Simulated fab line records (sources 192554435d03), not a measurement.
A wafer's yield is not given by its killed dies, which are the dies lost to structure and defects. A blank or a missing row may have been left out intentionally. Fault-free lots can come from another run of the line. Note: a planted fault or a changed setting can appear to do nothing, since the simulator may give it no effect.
A single fault, viewed from 2 desks	flow n5-finfet	each desk has only its own numbers; what lay behind them comes last

## AT THE METROLOGY DESK
What the gauges read for every lot (on any tool): the sampled wafers with a number, averaged. The brackets show how far a lot's mean lies from the usual mean; more than 4 standard deviations puts the lot out of limits, marked OUT.
Columns: A = M8_THK at N5_BEOL_M8_THK_MEAS_53, usual 81.7 nm; B = M8_RS at N5_BEOL_M8_RS_MEAS_57, usual 0.280 ohm/sq
lot	first seen here	A	B
L125	day 9 13:10	82.3	0.278
L130	day 11 02:03	82.0	0.279
L133	day 12 05:15	81.5	0.283
L132	day 12 06:44	83.3	0.276
L135	day 12 12:58	85.0	0.266
L143	day 14 20:24	79.3	0.288
L146	day 15 02:32	80.9	0.281
Finding of this desk: none of the 7 lots has anything out of limits.

## TOOL OWNER'S DESK, pecvd-04
The tool's own readings at N5_BEOL_M8_DEP_56 (deposits SiCN from 3MS/NH3, target thk 10 nm, time 17.5 s): means of the sampled wafers that have a number, for each lot that ran on this tool. The brackets show how far a lot's mean lies from the usual mean; more than 4 standard deviations puts the lot out of limits, marked OUT.
Columns: A = rf-fwd-power-W at N5_BEOL_M8_DEP_56, usual 199.9 W; B = showerhead-plenum-p-Torr at N5_BEOL_M8_DEP_56, usual 3.666 Torr; C = throttle-valve-pct at N5_BEOL_M8_DEP_56, usual 9.3 %
lot	first seen here	A	B	C
L133	day 12 05:19	198.7	3.665	9.4
L132	day 12 06:48	-	3.671	9.3
L135	day 12 13:02	200.2	3.667	9.9
Finding of this desk: none of the 3 lots has anything out of limits.

## ALL TOGETHER
Metrology desk: nothing out of limits seen.
Nothing out of limits was seen by the tool owner's desk.

## WHAT THE SIMULATOR HAD PUT IN
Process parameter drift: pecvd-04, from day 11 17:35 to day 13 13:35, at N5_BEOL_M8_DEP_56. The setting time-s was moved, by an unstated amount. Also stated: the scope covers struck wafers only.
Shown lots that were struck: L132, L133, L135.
